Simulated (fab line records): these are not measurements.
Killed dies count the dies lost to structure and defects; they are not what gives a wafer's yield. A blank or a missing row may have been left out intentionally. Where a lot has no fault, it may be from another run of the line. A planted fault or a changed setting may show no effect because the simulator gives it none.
fab line records | flow nand_harc
[record] lots = 14 wafers = 40 last_day = 34
route steps=1302 shown HYBRID_BOND@1242 THIN_TSV@1245 END@1302
lots that met no fault: from a run of the same line without faults
start_h: start of the lot's first displayed wafer, in hours after the record's first day | wait_h: time in hours since the lot's previous step | " identical to the entry in the row above | L1.1+2: a single row standing in for several wafers | - no value, or no start was given | * or withheld: withheld | < > ~ a bound
route shown NAME@n: a module of which the file shows steps, and the number in the route of the first | usual: mean/standard deviation taken from wafers without a fault | same: alike in all rows | chamber/n: place in a boat | sites: per-site readings | _std_site: how widely they spread, as a standard deviation | _edge_site: inner sites' mean taken away from outer sites' mean | radius_mm: for every site, how far away it sits from the centre of the wafer | mask NAME#n: copy n | behind: the tool/chamber that last shaped the wafer | hold: what put the lot on hold/how long, in hours/how the hold closed | device: transistor that didn't switch, given as n, p or np | end of line: the tests these same wafers got at the end of their route | where a step has no rows: the recipe by itself | killed: dies that structure and defects cost at the first sort, which is not the same as the wafer's yield | map: the dies of a wafer, with x for killed, . for not killed, _ for no die there
set.NAME: the setting as run; set.NAME@STEP: as run at that earlier step | model.NAME: the simulator's own value behind a step, which no gauge read
the route's steps for a sample of lots (tables are steps, rows are wafers)
services: a tool's chamber out of use, with start hour (start_h, from the record's first day; less than 0 if before it), hours out, and reason
[[steps]]
[step NHARC_HYBRID_BOND_OVL_MEAS_05]
[usual] overlay_x_nm = 4/29 overlay_y_nm = -4/29
// columns lot.wafer tool chamber start_h wait_h overlay_x_nm overlay_y_nm
L391.2 overlay-02 - 546.35 0.4 40 -41
L391.3 " - " " -20 -31
L391.6 " - " " -68 9
L393.1 overlay-02 - 561.28 0.4 -16 27
L393.5 " - " " -5 23
L393.6 " - " " 39 1
L394.1 overlay-01 - 573.34 0.4 12 40
L394.5 " - " " 26 -35
L394.6 " - " " 8 18
L396.2 overlay-01 - 578.38 0.4 -10 -4
L396.3 " - " " -33 37
L396.6 " - " " -30 6
L395.2 overlay-02 - 578.38 0.4 -20 15
L395.5 " - " " 25 -11
L395.6 " - " " 15 16
L401.1 overlay-01 - 653.43 0.4 -17 -3
L401.6 " - " " -33 14
L402.1 overlay-01 - 660.25 0.4 2 -62
L402.3 " - " " -17 47
L407.1 overlay-02 - 709.03 0.4 28 -5
L407.2 " - " " 9 -44
L407.5 " - " " 16 -6
L409.1 overlay-02 - 730.60 0.4 -12 -18
L409.3 " - " " 19 21
L409.4 " - " " 1 -43
L410.1 overlay-02 - 736.33 0.4 9 -55
L410.3 " - " " 69 5
L410.4 " - " " 22 -5
L411.1 overlay-01 - 736.33 0.4 51 -46
L411.4 " - " " -18 8
L411.5 " - " " 4 -5
L412.1 overlay-02 - 753.33 0.4 5 9
L412.4 " - " " -59 20
L412.5 " - " " -66 -11
L413.2 overlay-01 - 768.74 0.4 19 33
L413.3 " - " " 3 -56
L413.6 " - " " -4 35
L414.3 overlay-01 - 791.23 0.4 -26 -6
L414.5 " - " " 37 -6
L414.6 " - " " 27 -12
[step NHARC_THIN_TSV_CMP_01]
[recipe] target_thk_um = 3
[usual] motor_current_A = 11.9/0.98 slurry_flow_ml_min = 150.0/0.44
// columns lot.wafer tool chamber start_h wait_h motor_current_A slurry_flow_ml_min
L391.3 cmp-02 0 547.86 0.7 13.7 150.5
L391.2 " 1 " " 10.9 150.0
L391.6 " 3 " " 10.6 149.2
L393.1 cmp-02 1 562.80 1.1 10.7 150.6
L393.6 " 2 " " 12.6 149.5
L393.5 " 3 " " 11.1 149.5
L394.1 cmp-04 3 574.77 1.0 11.8 150.8
L394.5 " 3 " " 12.0 150.1
L394.6 " 0 " " 12.8 149.1
L395.2 cmp-03 3 579.88 0.9 11.1 149.7
L395.6 " 0 " " 10.8 149.6
L395.5 " 1 " " 10.9 150.6
L396.2 cmp-04 1 581.03 0.8 13.1 149.8
L396.3 " 3 " " 11.5 150.3
L396.6 " 0 " " 13.0 150.0
L401.1 cmp-02 0 654.90 1.1 13.3 150.0
L401.6 " 0 " " 13.5 149.6
L402.1 cmp-04 2 661.75 1.1 14.3 149.6
L402.3 " 3 " " 11.9 151.2
L407.2 cmp-04 0 710.49 0.9 12.7 150.2
L407.1 " 1 " " 12.1 149.6
L407.5 " 2 " " 13.2 149.7
L409.3 cmp-02 1 732.03 0.6 11.1 150.2
L409.4 " 3 " " 10.7 149.4
L409.1 " 0 " " 13.7 149.1
L411.1 cmp-04 1 745.24 1.0 13.1 150.3
L411.4 " 0 " " 12.2 149.0
L411.5 " 2 " " 13.5 149.9
L410.4 cmp-02 1 746.46 0.5 11.6 150.1
L410.3 " 2 " " 12.6 149.9
L410.1 " 3 " " 10.7 150.7
L412.1 cmp-03 3 754.80 1.1 11.4 150.3
L412.4 " 0 " " 11.1 150.1
L412.5 " 2 " " 12.1 150.0
L413.2 cmp-02 1 770.20 0.9 11.0 150.4
L413.3 " 2 " " 11.8 150.4
L413.6 " 1 " " 11.3 150.1
L414.3 cmp-02 1 793.94 0.7 11.2 150.1
L414.6 " 2 " " 11.9 149.6
L414.5 " 3 " " 10.5 150.7
[step NHARC_THIN_TSV_ETCHBACK_48]
[recipe] target_depth_a = 10285 over_etch_frac = 0.3 time_s = 405.17 ion_energy_ev = 250 c4f8_flow_sccm = withheld ar_flow_sccm = withheld rf_w = 600 bias_w = 300 chemistry = C4F8/Ar
[usual] oes_product_au = 0.941/0.03 over_etch_frac = 0.3/0 rf_vpp_V = 547.5/2.8
// columns lot.wafer tool chamber start_h wait_h oes_product_au over_etch_frac rf_hours_counter_h rf_vpp_V
L391.3 rie_diel-13 0 551.48 - 0.968 0.3 1.1 545.1
L391.2 " 2 " " 0.972 0.3 1.0 547.5
L391.6 " 0 " " 0.969 0.3 - 546.7
L393.1 rie_diel-09 1 566.16 - 0.916 0.3 4.3 545.2
L393.6 " 1 " " 0.919 0.3 - 543.5
L393.5 " 2 " " 0.922 0.3 - 545.5
L394.1 rie_diel-13 1 578.68 - 0.915 0.3 2.4 549.7
L394.5 " 2 " " 0.932 0.3 - 546.9
L394.6 " 3 " " 0.930 0.3 - 548.0
L395.2 rie_diel-13 2 583.37 - 0.939 0.3 2.6 546.9
L395.5 " 2 " " 0.930 0.3 - 547.1
L395.6 " 3 " " 0.931 0.3 - 549.2
L396.2 rie_diel-09 1 584.55 - 0.919 0.3 6.4 544.3
L396.3 " 0 " " 0.921 0.3 6.0 550.2
L396.6 " 1 " " 0.921 0.3 - 544.1
L401.1 rie_diel-13 1 662.48 - 0.926 0.27663 4.4 549.5
L401.6 " 3 " " 0.932 0.3 - 548.2
L402.1 rie_diel-13 3 665.34 - 0.923 0.27663 6.0 548.1
L402.3 " 2 " " 0.918 0.3 5.7 547.3
L407.2 rie_diel-01 0 714.03 - 0.916 0.3 7.1 541.5
L407.1 " 2 " " 0.910 0.3 7.6 546.4
L407.5 " 3 " " 0.931 0.3 - 547.3
L409.3 rie_diel-09 2 735.59 - 0.935 0.3 4.2 542.7
L409.1 " 0 " " 0.935 0.3 4.5 550.7
L409.4 " 3 " " 0.920 0.3 - 552.0
L411.4 rie_diel-09 2 748.81 - 0.934 0.3 5.5 544.2
L411.1 " 3 " " 0.911 0.3 5.5 551.4
L411.5 " 3 " " 0.914 0.3 - 552.2
L410.3 rie_diel-01 1 750.01 - 1.016 0.3 0.2 551.1
L410.1 " 2 " " 0.984 0.3 0.2 548.2
L410.4 " 0 " " 0.987 0.3 0.3 543.9
L412.4 rie_diel-13 0 758.63 - 0.922 0.3 2.6 545.8
L412.1 " 3 " " 0.937 0.3 3.4 549.4
L412.5 " 0 " " 0.919 0.3 - 545.8
L413.3 rie_diel-01 2 773.83 - 0.918 0.3 1.8 546.9
L413.2 " 3 " " 0.934 0.3 1.7 548.7
L413.6 " 1 " " 0.931 0.3 - 551.3
L414.3 rie_diel-01 2 797.58 - 0.920 0.3 3.7 546.3
L414.6 " 3 " " 0.936 0.3 - 550.5
L414.5 " 0 " " 0.926 0.3 - 542.4
[step NHARC_THIN_TSV_CMP_21]
[recipe] t_overpolish_s = 30 target_thk_nm = 2000
[usual] motor_current_A = 11.7/0.78 overpolish_run_s = 29.999/0.0087 slurry_flow_ml_min = 149.9/0.42
// columns lot.wafer tool chamber start_h wait_h motor_current_A overpolish_run_s slurry_flow_ml_min
L391.3 cmp-04 2 553.80 - 13.5 30.008 150.1
L391.2 " 3 " " 11.9 30.002 149.3
L391.6 " 1 " " 12.9 29.999 149.4
L393.1 cmp-04 2 568.28 - 13.1 29.999 149.7
L393.6 " 0 " " 12.7 29.995 150.0
L393.5 " 1 " " 12.7 29.999 149.8
L394.1 cmp-03 2 580.69 - 11.8 30.004 150.0
L394.6 " 0 " " 11.2 29.995 149.8
L394.5 " 1 " " 11.3 29.982 149.9
L395.2 cmp-03 3 585.59 - 11.1 29.996 149.2
L395.6 " 0 " " 11.3 29.988 150.2
L395.5 " 1 " " 10.9 29.987 150.7
L396.2 cmp-03 2 586.66 - 11.8 30.005 149.5
L396.3 " 0 " " 10.7 30.009 150.4
L396.6 " 2 " " 11.2 30.001 149.5
L401.1 cmp-02 0 664.49 - 13.3 30.003 150.3
L401.6 " 0 " " 12.9 29.998 149.8
L402.3 cmp-02 1 667.59 - 11.0 30.017 149.7
L402.1 " 2 " " 11.6 29.993 149.5
L407.1 cmp-02 2 716.15 - 11.8 30.001 149.7
L407.2 " 0 " " 13.6 30.002 150.1
L407.5 " 1 " " 10.8 30.008 149.2
L409.3 cmp-02 2 737.71 - 12.1 29.983 150.2
L409.4 " 3 " " 11.0 30.001 149.9
L409.1 " 1 " " 10.9 30.003 149.8
L411.4 cmp-03 2 750.86 - 12.5 30.007 149.6
L411.1 " 0 " " 10.7 29.990 149.5
L411.5 " 2 " " 11.3 30.007 149.6
L410.4 cmp-03 3 752.09 - 11.8 29.987 149.5
L410.1 " 0 " " 10.9 29.993 150.9
L410.3 " 1 " " 11.6 29.995 150.2
L412.1 cmp-03 2 760.73 - 11.6 29.988 149.4
L412.4 " 1 " " 11.0 29.989 149.7
L412.5 " 2 " " 11.8 29.995 150.0
L413.2 cmp-03 0 775.85 - 11.0 29.989 149.7
L413.3 " 1 " " 11.0 30.006 150.0
L413.6 " 1 " " 11.4 29.998 149.9
L414.3 cmp-02 1 799.60 - 11.3 29.978 150.7
L414.5 " 2 " " 11.6 29.996 150.5
L414.6 " 3 " " 11.3 30.008 150.2
[step NHARC_END_SORT_01]
[recipe] temp_c = 25
[usual] defect_limited_yield = 90/3.1 killed_at_array = 61/20 killed_at_other = 0.9/1.1 killed_at_periphery = 3.7/2.5 killed_dies = 65/21 killed_open = 3.3/1.8 killed_short = 2.3/1.5
[same] gross_dies = 677
// columns lot.wafer tool chamber start_h wait_h defect_limited_yield[%] killed_at_array killed_at_other killed_at_periphery killed_dies killed_open killed_short
L391.2 prober-02 0 565.29 2.8 94 41 0 1 42 3 0
L391.3 prober-02 0 566.09 3.1 92 53 1 0 54 3 1
L391.6 prober-02 0 568.51 4.0 94 41 1 1 43 0 1
L396.2 prober-02 0 598.22 2.8 86 90 0 4 94 3 2
L396.3 prober-02 0 599.03 3.1 87 86 2 0 88 2 2
L396.6 prober-02 0 601.46 4.0 86 91 2 2 95 2 0
L395.2 prober-01 0 600.04 2.8 94 38 1 5 44 2 2
L395.5 prober-01 0 602.43 3.7 92 49 0 2 51 3 3
L395.6 prober-01 0 603.23 4.0 95 32 0 3 35 1 2
L402.1 prober-02 0 675.35 2.5 92 42 1 10 53 2 0
L402.3 prober-02 0 676.97 3.1 93 41 0 8 49 4 1
L401.1 prober-01 0 675.36 2.5 88 73 0 5 78 0 4
L401.6 prober-01 0 679.29 3.9 90 66 0 3 69 4 3
// killed by level:class
L391.2 A_CHANNEL_HOLE_D2:chamber_film_flake=31 A_STAIRCASE:chamber_film_flake=3 A_CHANNEL_HOLE_D1:chamber_film_flake=2 A_CONTACT:unspecified=2 P_CONTACT:geometric_particle:open=1 A_DECK1_JOINT:geometric_particle:open=1 A_M0:geometric_particle:open=1 A_CHANNEL_FILL_D1:chamber_film_flake=1
L391.3 A_CHANNEL_HOLE_D2:chamber_film_flake=42 A_CHANNEL_HOLE_D1:chamber_film_flake=3 A_STAIRCASE:chamber_film_flake=2 A_CHANNEL_FILL_D2:geometric_particle:open=1 A_WL_FILL:geometric_particle:short=1 A_BLC:geometric_particle:open=1 STARTING-WAFER:geometric_particle:open=1 A_CHANNEL_FILL_D1:chamber_film_flake=1
L391.6 A_CHANNEL_HOLE_D2:chamber_film_flake=33 A_CONTACT:chamber_film_flake=4 A_CONTACT:unspecified=2 P_GATE:geometric_particle:short=1 A_CHANNEL_FILL_D1:chamber_film_flake=1 THIN_TSV:chamber_film_flake=1 A_CHANNEL_FILL_D2:chamber_film_flake=1
L396.2 A_CHANNEL_HOLE_D2:chamber_film_flake=28 A_SLIT:chamber_film_flake=25 A_CHANNEL_HOLE_D1:chamber_film_flake=24 P_M2:chamber_film_flake=3 A_STAIRCASE:chamber_film_flake=3 A_DECK1_JOINT:chamber_film_flake=2 A_M0:chamber_film_flake=2 P_GATE:geometric_particle:open=1
L396.3 A_CHANNEL_HOLE_D2:chamber_film_flake=29 A_SLIT:chamber_film_flake=29 A_CHANNEL_HOLE_D1:chamber_film_flake=19 A_STAIRCASE:chamber_film_flake=5 THIN_TSV:chamber_film_flake=2 A_SOURCE_PLATE:geometric_particle:open=1 A_CHANNEL_HOLE_D1:geometric_particle:short=1 A_ONON_D2:geometric_particle:short=1
L395.2 A_SLIT:chamber_film_flake=20 A_CONTACT:chamber_film_flake=5 A_CHANNEL_HOLE_D2:chamber_film_flake=4 A_CHANNEL_HOLE_D1:chamber_film_flake=3 A_STAIRCASE:chamber_film_flake=3 P_GATE:chamber_film_flake=2 P_STI:geometric_particle:short=1 P_CONTACT:geometric_particle:open=1
L396.6 A_CHANNEL_HOLE_D1:chamber_film_flake=34 A_CHANNEL_HOLE_D2:chamber_film_flake=33 A_SLIT:chamber_film_flake=21 P_M2:chamber_film_flake=2 THIN_TSV:chamber_film_flake=2 A_DECK1_JOINT:geometric_particle:open=1 A_M1:geometric_particle:open=1 A_STAIRCASE:chamber_film_flake=1
L395.5 A_SLIT:chamber_film_flake=23 A_CONTACT:chamber_film_flake=7 A_CHANNEL_HOLE_D2:chamber_film_flake=5 A_CHANNEL_HOLE_D1:chamber_film_flake=4 A_STAIRCASE:chamber_film_flake=3 P_M1:geometric_particle:open=1 A_ONON_D1:geometric_particle:short=1 A_ONON_D2:geometric_particle:short=1
L395.6 A_SLIT:chamber_film_flake=19 A_CHANNEL_HOLE_D2:chamber_film_flake=4 A_CONTACT:chamber_film_flake=3 P_GATE:chamber_film_flake=2 A_CHANNEL_FILL_D1:geometric_particle:short=1 A_DECK1_JOINT:geometric_particle:open=1 A_BLC:geometric_particle:short=1 P_STI:chamber_film_flake=1
L402.1 A_CHANNEL_HOLE_D2:chamber_film_flake=16 A_CHANNEL_HOLE_D1:chamber_film_flake=10 A_CONTACT:chamber_film_flake=9 P_STI:chamber_film_flake=4 P_GATE:chamber_film_flake=4 P_BONDPAD:chamber_film_flake=2 A_CHANNEL_HOLE_D1:geometric_particle:open=1 A_CONTACT:geometric_particle:open=1
L401.1 A_CHANNEL_HOLE_D1:chamber_film_flake=32 A_SLIT:chamber_film_flake=24 A_CHANNEL_HOLE_D2:chamber_film_flake=9 A_ONON_D1:geometric_particle:short=3 P_ZERO_WELL:chamber_film_flake=3 A_CHANNEL_HOLE_D2:unspecified=2 A_DECK1_JOINT:geometric_particle:short=1 P_GATE:chamber_film_flake=1
L402.3 A_CHANNEL_HOLE_D2:chamber_film_flake=19 A_CONTACT:chamber_film_flake=8 A_CHANNEL_FILL_D1:chamber_film_flake=5 P_STI:chamber_film_flake=3 A_CHANNEL_HOLE_D1:chamber_film_flake=3 P_GATE:chamber_film_flake=2 A_SGD_CUT:chamber_film_flake=2 P_CONTACT:geometric_particle:open=1
L401.6 A_CHANNEL_HOLE_D1:chamber_film_flake=29 A_SLIT:chamber_film_flake=22 A_CHANNEL_HOLE_D2:chamber_film_flake=4 A_WL_FILL:chamber_film_flake=3 A_BLC:geometric_particle:open=2 P_CONTACT:geometric_particle:short=1 A_ONON_D1:geometric_particle:open=1 A_CHANNEL_FILL_D1:geometric_particle:open=1
[[services]]
// columns tool chamber start_h hours kind
cmp-02 - 526.50 4.0 pm
cmp-02 - 553.09 1.6 repair
cmp-03 - 558.98 4.0 pm
cmp-02 - 579.99 1.7 repair
rie_diel-13 0 580.81 4.5 repair
cmp-04 - 593.68 0.4 repair
rie_diel-13 - 605.22 0.2 repair
cmp-04 - 606.84 0.4 repair
cmp-04 - 615.00 4.0 pm
rie_diel-13 1 619.92 8.9 repair
cmp-02 - 624.50 4.0 pm
cmp-04 - 626.20 1.3 repair
cmp-04 - 644.70 1.2 repair
cmp-03 - 656.98 4.0 pm
rie_diel-13 1 662.65 11.8 repair
cmp-03 - 668.08 1.0 repair
cmp-03 - 693.88 1.5 repair
cmp-03 - 707.60 0.4 repair
cmp-04 - 713.00 4.0 pm
cmp-02 - 722.50 4.0 pm
cmp-03 - 736.25 1.7 repair
cmp-03 - 754.98 4.0 pm
cmp-04 - 755.11 1.1 repair
cmp-02 - 798.58 0.5 repair
[[key]]
[first_sign] step = NHARC_THIN_TSV_ETCHBACK_48 reading = over_etch_frac direction = down sigmas = 99+ usual = 0.3 struck = 0.27663
effect none on later readings
met_at NHARC_THIN_TSV_ETCHBACK_48
struck_lots L401,L402
struck_wafers L401.1,L402.1
not_acting_at NHARC_HYBRID_BOND_OVL_MEAS_05,NHARC_THIN_TSV_CMP_01,NHARC_THIN_TSV_CMP_21
onset_between 583.37 662.48
[fault] kind = process_parameter_drift tool = rie_diel-13 chamber = - onset_h = 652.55 steps = NHARC_THIN_TSV_ETCHBACK_48 channel = over_etch_frac offset = -0.023367 shape = step end_h = 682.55 scope = struck_wafers_only acts_in = these_recipes_only stated = 0.3
